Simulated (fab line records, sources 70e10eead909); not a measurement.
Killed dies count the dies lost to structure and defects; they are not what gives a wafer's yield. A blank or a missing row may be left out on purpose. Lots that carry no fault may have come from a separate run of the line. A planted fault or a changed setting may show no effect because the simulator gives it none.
fab line records + flow nand-harc
[record]
- lots = 5
- wafers = 15
- last-day = 33
route steps=1302 shown THIN_TSV@1250 END@1302
lots that met no fault: taken from a fault-free run of the same line
start-h: the number of hours between the record's first day and the start of the first shown wafer of the lot + wait-h: hours since the lot's step before + " as in the row above + L1.1+2: one row covering several wafers at once + - value missing, or start not given + * or withheld: withheld + < > ~ a bound
route shown NAME@n: a module of which the file shows steps, and the number in the route of the first + usual: mean and standard deviation over wafers with no fault + same: alike in all rows + chamber/n: place in a boat + sites: each site's reading + _std_site: standard deviation across them + _edge_site: mean of outer sites minus mean of inner sites + radius-mm: how far each site lies from the wafer's centre + mask NAME#n: copy n + behind: the tool/chamber that last shaped the wafer + hold: reason for holding the lot/hours on hold/outcome of the hold + device: the transistor (n, p or np) that didn't switch + end of line: at the end of the route, the tests of the same wafers + for a step that has no rows: nothing shown but its recipe + killed: the dies lost at the first sort to structure and to defects; this is not the yield of the wafer + map: per-die view of a wafer (x killed, . not killed, _ where there is no die)
set.NAME: setting as actually run; set.NAME@STEP: the setting as run at that earlier step + model.NAME: the simulator's own value behind a step, which no gauge read
lots at selected steps of the route; one table per step, one row per wafer
services: when a tool's chamber went out of use (start-h, in hours from the record's first day, below 0 if earlier), for how many hours, and the reason
[[steps]]
[step NHARC_THIN_TSV_DEP_43]
[recipe]
- target-thk-a = 13285
- temp-c = withheld
- pressure-torr = 6.5
- rf-w = 900
- teos-flow-sccm = 161.4
- flow-sccm = 2650
- target-thk-nm = 1328.5
- gas = O2
- material = SiO2
[usual]
- throttle-valve-pct = 15.7/0.52
| lot.wafer | tool     | chamber | start-h | wait-h | since-wet-clean-h | throttle-valve-pct |
|-----------|----------|---------|---------|--------|-------------------|--------------------|
| L198.3    | pecvd-04 | 0       | 572.82  | -      | 110               | 15.6               |
| L198.5    | "        | 2       | "       | "      | -                 | 16.1               |
| L198.6    | "        | 1       | "       | "      | -                 | 15.4               |
| L207.1    | pecvd-04 | 1       | 676.02  | -      | 32                | 15.5               |
| L207.6    | "        | 1       | "       | "      | -                 | 15.2               |
| L207.5    | "        | 0       | "       | "      | -                 | 15.2               |
| L215.3    | pecvd-04 | 0       | 767.28  | -      | 123               | 15.3               |
| L215.6    | "        | 2       | "       | "      | -                 | 16.2               |
| L215.5    | "        | 0       | "       | "      | -                 | 15.7               |
| L216.2    | pecvd-01 | 1       | 769.96  | -      | 84                | 17.0               |
| L216.5    | "        | 1       | "       | "      | -                 | 17.0               |
| L216.4    | "        | 2       | "       | "      | -                 | 15.9               |
| L217.3    | pecvd-01 | 0       | 777.09  | -      | 91                | 15.3               |
| L217.6    | "        | 0       | "       | "      | -                 | 15.4               |
| L217.4    | "        | 1       | "       | "      | -                 | 16.7               |
[step NHARC_THIN_TSV_DEHYDRATE_04]
[recipe]
- temp-c = 150
- time-s = 120
[step NHARC_THIN_TSV_HMDS_05]
[recipe]
- time-s = 30
[step NHARC_THIN_TSV_COAT_06]
[recipe]
- spin-rpm = *
[step NHARC_THIN_TSV_SOFTBAKE_07]
[recipe]
- temp-c = 122
- time-s = 95
[step NHARC_THIN_TSV_EBR_08]
[step NHARC_THIN_TSV_EXPOSE_09]
[recipe]
- na = 0.55
- dose-mj = 30.7
- mask-id = TSV
[step NHARC_THIN_TSV_PEB_10]
[recipe]
- peb-temp-c = 118
- peb-time-s = 85
[step NHARC_THIN_TSV_DEVELOP_11]
[recipe]
- time-s = 70
[step NHARC_THIN_TSV_CD_MEAS_12]
[recipe]
- target-cd-nm = 1000
- landing-energy-ev = 500
[usual]
- cd-nm = 1000.1/1.1
| lot.wafer | tool      | chamber | start-h | wait-h | cd-nm  |
|-----------|-----------|---------|---------|--------|--------|
| L198.3    | cd-sem-03 | 0       | 573.49  | -      | 1000.3 |
| L198.5    | "         | 0       | "       | "      | 1001.2 |
| L198.6    | "         | 0       | "       | "      | 1000.1 |
| L207.1    | cd-sem-03 | 0       | 676.73  | -      | 1002.0 |
| L207.5    | "         | 0       | "       | "      | 1002.0 |
| L207.6    | "         | 0       | "       | "      | 1000.4 |
| L215.3    | cd-sem-02 | 0       | 767.97  | -      | 999.9  |
| L215.5    | "         | 0       | "       | "      | 1000.0 |
| L215.6    | "         | 0       | "       | "      | 998.4  |
| L216.2    | cd-sem-01 | 0       | 770.79  | -      | 999.4  |
| L216.4    | "         | 0       | "       | "      | 999.9  |
| L216.5    | "         | 0       | "       | "      | 1001.2 |
| L217.3    | cd-sem-03 | 0       | 777.88  | -      | 999.8  |
| L217.4    | "         | 0       | "       | "      | 1001.2 |
| L217.6    | "         | 0       | "       | "      | 1000.2 |
[step NHARC_THIN_TSV_HARDBAKE_13]
[recipe]
- temp-c = 125
- time-s = 80
[step NHARC_THIN_TSV_DESCUM_14]
[recipe]
- time-s = 3
- o2-flow-sccm = 200
- ar-flow-sccm = 0
- bias-power-w = 0
- chemistry = O2
[usual]
- drypump-motor-current-A = 5.7/0.39
- oes-product-au = 0.996/0.0067
- rf-vpp-V = 57.9/0.82
- showerhead-plenum-p-Torr = 1.93/0.072
- throttle-valve-pct = 11.312/0.0093
| lot.wafer | tool        | chamber | start-h | wait-h | drypump-motor-current-A | oes-product-au | rf-hours-counter-h | rf-vpp-V | showerhead-plenum-p-Torr | throttle-valve-pct |
|-----------|-------------|---------|---------|--------|-------------------------|----------------|--------------------|----------|--------------------------|--------------------|
| L198.3    | rie-diel-05 | 1       | 573.64  | -      | 5.4                     | 0.993          | 13                 | 56.5     | 1.91                     | 11.296             |
| L198.6    | "           | 1       | "       | "      | 5.4                     | 0.993          | -                  | 57.6     | 1.91                     | 11.297             |
| L198.5    | "           | 2       | "       | "      | 5.6                     | 1.007          | -                  | 59.1     | 2.00                     | 11.305             |
| L207.1    | rie-diel-10 | 3       | 676.92  | -      | 5.6                     | 0.994          | 4                  | 57.9     | 1.95                     | 11.308             |
| L207.5    | "           | 0       | "       | "      | 5.6                     | 1.003          | -                  | 57.1     | 1.86                     | 11.312             |
| L207.6    | "           | 1       | "       | "      | 5.9                     | 1.007          | -                  | 58.6     | 1.86                     | 11.311             |
| L215.3    | rie-diel-02 | 1       | 768.12  | -      | 5.1                     | 0.991          | 0                  | 58.1     | 2.02                     | 11.302             |
| L215.6    | "           | 1       | "       | "      | 5.1                     | 0.990          | -                  | 58.4     | 2.02                     | 11.310             |
| L215.5    | "           | 2       | "       | "      | 6.4                     | 1.014          | -                  | 57.8     | 1.96                     | 11.307             |
| L216.4    | rie-diel-10 | 3       | 770.95  | -      | 5.6                     | 0.994          | 9                  | 58.3     | 1.95                     | 11.306             |
| L216.2    | "           | 1       | "       | "      | 5.8                     | 1.001          | 8                  | 58.0     | 1.86                     | 11.300             |
| L216.5    | "           | 3       | "       | "      | 5.6                     | 0.994          | -                  | 57.8     | 1.95                     | 11.301             |
| L217.4    | rie-diel-02 | 1       | 778.05  | -      | 5.0                     | 0.987          | 1                  | 58.5     | 2.02                     | 11.323             |
| L217.3    | "           | 3       | "       | "      | 6.3                     | 1.001          | 2                  | 59.1     | 2.05                     | 11.316             |
| L217.6    | "           | 1       | "       | "      | 5.1                     | 0.980          | -                  | 59.8     | 2.02                     | 11.308             |
[step NHARC_THIN_TSV_ETCH_44]
[recipe]
- target-depth-a = 15942
- time-s = 797.1
- cf4-flow-sccm = 150
- o2-flow-sccm = 10
- ar-flow-sccm = 0
- rf-w = 300
- bias-w = 800
- chemistry = CF4/O2
[usual]
- drypump-motor-current-A = 5.8/0.39
- oes-product-au = 0.998/0.0068
- rf-vpp-V = 795/4
- showerhead-plenum-p-Torr = 1.85/0.064
- throttle-valve-pct = 16.915/0.0087
| lot.wafer | tool        | chamber | start-h | wait-h | drypump-motor-current-A | oes-product-au | rf-hours-counter-h | rf-vpp-V | showerhead-plenum-p-Torr | throttle-valve-pct |
|-----------|-------------|---------|---------|--------|-------------------------|----------------|--------------------|----------|--------------------------|--------------------|
| L198.3    | rie-diel-05 | 2       | 573.82  | 0.2    | 5.6                     | 0.989          | 9                  | 799      | 1.91                     | 16.912             |
| L198.6    | "           | 1       | "       | "      | 5.4                     | 0.994          | -                  | 794      | 1.83                     | 16.914             |
| L198.5    | "           | 2       | "       | "      | 5.6                     | 1.001          | -                  | 797      | 1.91                     | 16.896             |
| L207.1    | rie-diel-10 | 1       | 677.00  | 0.1    | 5.9                     | 1.008          | 4                  | 791      | 1.78                     | 16.918             |
| L207.6    | "           | 3       | "       | "      | 5.6                     | 1.006          | -                  | 796      | 1.87                     | 16.915             |
| L207.5    | "           | 0       | "       | "      | 5.6                     | 0.873          | -                  | 791      | 1.79                     | 16.913             |
| L215.3    | rie-diel-02 | 1       | 768.38  | 0.2    | 5.1                     | 0.992          | 0                  | 800      | 1.93                     | 16.915             |
| L215.5    | "           | 2       | "       | "      | 6.4                     | 1.012          | -                  | 797      | 1.88                     | 16.920             |
| L215.6    | "           | 3       | "       | "      | 6.2                     | 0.990          | -                  | 802      | 1.95                     | 16.899             |
| L216.2    | rie-diel-10 | 1       | 771.09  | 0.1    | 5.8                     | 1.008          | 8                  | 791      | 1.78                     | 16.911             |
| L216.4    | "           | 2       | "       | "      | 6.3                     | 0.997          | 8                  | 789      | 1.72                     | 16.923             |
| L216.5    | "           | 1       | "       | "      | 5.9                     | 1.011          | -                  | 790      | 1.78                     | 16.897             |
| L217.3    | rie-diel-02 | 0       | 778.24  | 0.2    | 5.8                     | 0.987          | 2                  | 793      | 1.83                     | 16.921             |
| L217.4    | "           | 1       | "       | "      | 5.1                     | 0.983          | 2                  | 799      | 1.93                     | 16.904             |
| L217.6    | "           | 3       | "       | "      | 6.3                     | 0.987          | -                  | 802      | 1.95                     | 16.920             |
[step NHARC_THIN_TSV_ETCH_15]
[recipe]
- target-depth-a = 30000
- bosch-target-overetch-cycles = 2
- bosch-etch-step-s = 2.8
- bosch-dep-step-s = 1.2
- bosch-cycles = 14
[usual]
- drypump-motor-current-A = 5.53/0.26
| lot.wafer | tool      | chamber | start-h | wait-h | drypump-motor-current-A | rf-hours-counter-h |
|-----------|-----------|---------|---------|--------|-------------------------|--------------------|
| L198.3    | rie-si-05 | 3       | 574.47  | -      | 5.86                    | 0.40               |
| L198.5    | "         | 0       | "       | "      | 5.31                    | -                  |
| L198.6    | "         | 1       | "       | "      | 5.77                    | -                  |
| L207.1    | rie-si-06 | 0       | 677.68  | -      | 5.48                    | 0.50               |
| L207.6    | "         | 0       | "       | "      | 5.51                    | -                  |
| L207.5    | "         | 1       | "       | "      | 5.25                    | -                  |
| L215.3    | rie-si-06 | 2       | 768.79  | -      | 5.35                    | 0.96               |
| L215.6    | "         | 1       | "       | "      | 5.25                    | -                  |
| L215.5    | "         | 2       | "       | "      | 5.36                    | -                  |
| L216.4    | rie-si-05 | 0       | 771.61  | -      | 5.26                    | 0.65               |
| L216.2    | "         | 1       | "       | "      | 5.78                    | 0.64               |
| L216.5    | "         | 0       | "       | "      | 5.25                    | -                  |
| L217.4    | rie-si-05 | 3       | 778.70  | -      | 5.85                    | 0.60               |
| L217.3    | "         | 1       | "       | "      | 5.77                    | 0.69               |
| L217.6    | "         | 0       | "       | "      | 5.22                    | -                  |
[step NHARC_END_SORT_01]
[recipe]
- temp-c = 25
[usual]
- defect-limited-yield = 90.7/2.6
- killed-at-array = 59/17
- killed-at-other = 0.7/0.9
- killed-at-periphery = 3.6/2.3
- killed-dies = 63/18
- killed-open = 3.4/1.9
- killed-short = 2.6/1.7
[same]
- gross-dies = 677
| lot.wafer | tool      | chamber | start-h | wait-h | defect-limited-yield[%] | killed-at-array | killed-at-other | killed-at-periphery | killed-dies | killed-open | killed-short |
|-----------|-----------|---------|---------|--------|-------------------------|-----------------|-----------------|---------------------|-------------|-------------|--------------|
| L207.5    | prober-02 | 0       | 694.95  | 3.7    | 0.4                     | 58              | 610             | 6                   | 674         | 1           | 2            |
| L215.3    | prober-01 | 0       | 784.95  | 3.1    | 90.1                    | 63              | 2               | 2                   | 67          | 5           | 1            |
| L215.5    | prober-01 | 0       | 786.55  | 3.7    | 86.1                    | 91              | 3               | 0                   | 94          | 4           | 7            |
| L215.6    | prober-01 | 0       | 787.35  | 4.0    | 88.3                    | 76              | 1               | 2                   | 79          | 3           | 5            |
| L216.2    | prober-01 | 0       | 791.99  | 2.8    | 93.6                    | 37              | 2               | 4                   | 43          | 7           | 2            |
| L216.4    | prober-01 | 0       | 793.60  | 3.4    | 94.7                    | 32              | 1               | 3                   | 36          | 0           | 2            |
| L216.5    | prober-01 | 0       | 794.40  | 3.7    | 95.0                    | 32              | 1               | 1                   | 34          | 2           | 2            |
// killed by level:class
L207.5 THIN_TSV:area-etch=609 A_CHANNEL_HOLE_D1:chamber-film-flake=33 A_CHANNEL_HOLE_D2:chamber-film-flake=17 A_SLIT:chamber-film-flake=3 P_STI:chamber-film-flake=2 P_GATE:chamber-film-flake=2 A_BLC:chamber-film-flake=2 P_M0:geometric-particle:open=1
L215.3 A_SLIT:chamber-film-flake=22 A_CHANNEL_HOLE_D2:chamber-film-flake=20 A_CHANNEL_HOLE_D1:chamber-film-flake=11 A_CONTACT:chamber-film-flake=4 THIN_TSV:chamber-film-flake=2 P_M0:geometric-particle:open=1 A_ONON_D1:geometric-particle:open=1 A_ONON_D2:geometric-particle:short=1
L215.5 A_CHANNEL_HOLE_D2:chamber-film-flake=29 A_SLIT:chamber-film-flake=29 A_CHANNEL_HOLE_D1:chamber-film-flake=15 A_CONTACT:chamber-film-flake=5 A_CHANNEL_HOLE_D1:geometric-particle:short=2 A_WL_FILL:geometric-particle:short=2 A_M0:geometric-particle:open=2 THIN_TSV:chamber-film-flake=2
L215.6 A_SLIT:chamber-film-flake=30 A_CHANNEL_HOLE_D2:chamber-film-flake=20 A_CONTACT:chamber-film-flake=8 A_CHANNEL_HOLE_D1:chamber-film-flake=7 A_ONON_D2:geometric-particle:short=2 A_CHANNEL_FILL_D2:geometric-particle:short=2 A_STAIRCASE:chamber-film-flake=2 P_M0:geometric-particle:open=1
L216.2 A_CHANNEL_HOLE_D1:chamber-film-flake=18 A_SLIT:chamber-film-flake=5 A_CHANNEL_FILL_D1:chamber-film-flake=3 A_CHANNEL_HOLE_D1:geometric-particle:open=2 P_STI:chamber-film-flake=2 A_CONTACT:chamber-film-flake=2 THIN_TSV:chamber-film-flake=2 P_CONTACT:geometric-particle:open=1
L216.4 A_CHANNEL_HOLE_D1:chamber-film-flake=16 A_SLIT:chamber-film-flake=10 A_CHANNEL_FILL_D1:chamber-film-flake=3 A_ONON_D1:geometric-particle:short=2 P_GATE:chamber-film-flake=2 P_BONDPAD:chamber-film-flake=1 A_CONTACT:chamber-film-flake=1 THIN_TSV:chamber-film-flake=1
L216.5 A_CHANNEL_HOLE_D1:chamber-film-flake=18 A_SLIT:chamber-film-flake=7 A_STAIRCASE:chamber-film-flake=2 A_CHANNEL_HOLE_D1:geometric-particle:open=1 A_WL_FILL:geometric-particle:short=1 A_CONTACT:geometric-particle:open=1 A_M1:geometric-particle:short=1 P_BONDPAD:chamber-film-flake=1
// map L207.5 (x killed, . not)
____________x____________
_________xxxxxxx_________
_______.xxxxxxxxxx_______
______xxxxxxxxxxxxx______
_____xxxxxxxxxxxxxxx_____
____xxxxxxxxxxxxxxxxx____
____xxxxxxxxxxxxxxxxx____
___xxxxxxxxxxxxxxxxxxx___
___xxxxxxxxxxxxxxxxxxx___
__xxxxxxxxxxxxxxxxxxxxx__
__xxxxxxxxxxxxxxxxxxxxx__
_xxxxxxxxxxxxxxxxxxxxxxx_
_xxxxxxxxxxxxxxxxxxxxxxx_
_xxxxxxxxxxxxxxxxxxxxxxx_
_xxxxxxxxxxxxxxxxxxxxxxx_
_xxx.xxxxxxxxxxxxxxxxxxx_
xxxxxxxxxxxxxxxxxxxxxxxxx
xxxxxxxxxxxxxxxxxxxxxxxxx
xxxxxxxxxxxxxxxxxxxxxxxxx
x.xxxxxxxxxxxxxxxxxxxxxxx
xxxxxxxxxxxxxxxxxxxxxxxxx
_xxxxxxxxxxxxxxxxxxxxxxx_
_xxxxxxxxxxxxxxxxxxxxxxx_
_xxxxxxxxxxxxxxxxxxxxxxx_
_xxxxxxxxxxxxxxxxxxxxxxx_
_xxxxxxxxxxxxxxxxxxxxxxx_
__xxxxxxxxxxxxxxxxxxxxx__
__xxxxxxxxxxxxxxxxxxxxx__
___xxxxxxxxxxxxxxxxxxx___
___xxxxxxxxxxxxxxxxxxx___
____xxxxxxxxxxxxxxxxx____
____xxxxxxxxxxxxxxxxx____
_____xxxxxxxxxxxxxxx_____
______xxxxxxxxxxxxx______
_______xxxxxxxxxxx_______
_________xxxxxxx_________
____________x____________
// map L216.2 (x killed, . not)
____________.____________
_________......._________
_______...x......._______
______.............______
_____......x........_____
____....x............____
____.....x...........____
___...................___
___...................___
__.......x.............__
__.....................__
_..........x............_
_......................._
_..x......x...x........._
_......................._
_..........x............_
..x......................
.......................x.
.........................
.................x.......
.........................
_......................._
_x......x......x........_
_.x....x...............x_
_.....xx................_
_...xxxx................_
__...x..x............x.__
__.x...x.x.............__
___...xxx.............___
___....x...........x..___
____.x..x............____
____...xx............____
_____.x............._____
______.x.x.........______
_______..........._______
_________......._________
____________.____________
[[services]]
| tool        | chamber | start-h | hours | kind   |
|-------------|---------|---------|-------|--------|
| rie-si-06   | 2       | 553.63  | 6.4   | repair |
| rie-diel-05 | 0       | 571.34  | 4.4   | repair |
| rie-diel-02 | -       | 571.36  | 9.0   | pm     |
| rie-diel-10 | 3       | 574.85  | 7.8   | repair |
| rie-diel-05 | 2       | 576.37  | 7.3   | repair |
| rie-diel-05 | -       | 583.60  | 9.0   | pm     |
| rie-si-05   | 3       | 588.56  | 3.3   | repair |
| rie-diel-02 | 3       | 589.68  | 8.4   | repair |
| rie-si-06   | 3       | 592.47  | 16.4  | repair |
| rie-si-06   | 0       | 595.95  | 11.7  | repair |
| rie-diel-10 | -       | 596.50  | 9.0   | pm     |
| rie-si-06   | -       | 603.00  | 9.0   | pm     |
| rie-si-05   | 0       | 619.26  | 1.2   | repair |
| pecvd-01    | 1       | 626.79  | 8.7   | repair |
| rie-diel-05 | 3       | 628.01  | 9.5   | repair |
| pecvd-04    | -       | 631.20  | 13.0  | pm     |
| rie-diel-02 | -       | 658.79  | 7.2   | repair |
| rie-si-05   | -       | 659.00  | 9.0   | pm     |
| rie-diel-05 | 0       | 664.91  | 12.7  | repair |
| rie-diel-10 | 2       | 675.40  | 12.7  | repair |
| rie-diel-02 | -       | 712.04  | 0.3   | repair |
| pecvd-04    | 0       | 713.04  | 29.9  | repair |
| rie-diel-02 | -       | 748.36  | 9.0   | pm     |
| rie-diel-10 | -       | 773.50  | 9.0   | pm     |
[[key]]
[first-sign]
- step = NHARC_THIN_TSV_ETCH_44
- reading = oes-product-au
- direction = down
- sigmas = 19
- usual = 0.998
- struck = 0.873
[effect]
- step = NHARC_END_SORT_01
- reading = killed-at-other
- direction = up
- sigmas = 99+
- usual = 0.7
- struck = 610
[more-kills-born-at]
- NHARC_THIN_TSV_ETCH_44@rie-diel-10 = 609
met-at NHARC_THIN_TSV_ETCH_44
struck-wafers L207.5
later-rows-left-out L207.5
[fault]
- kind = process-parameter-drift
- tool = rie-diel-10
- chamber = 0
- onset-h = 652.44
- steps = NHARC_THIN_TSV_ETCH_44
- channel = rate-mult
- offset = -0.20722
- shape = step
- end-h = 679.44
// later-rows-left-out: the simulator's readings of these wafers behind a module that went badly wrong aren't trusted and aren't shown, but for the sort
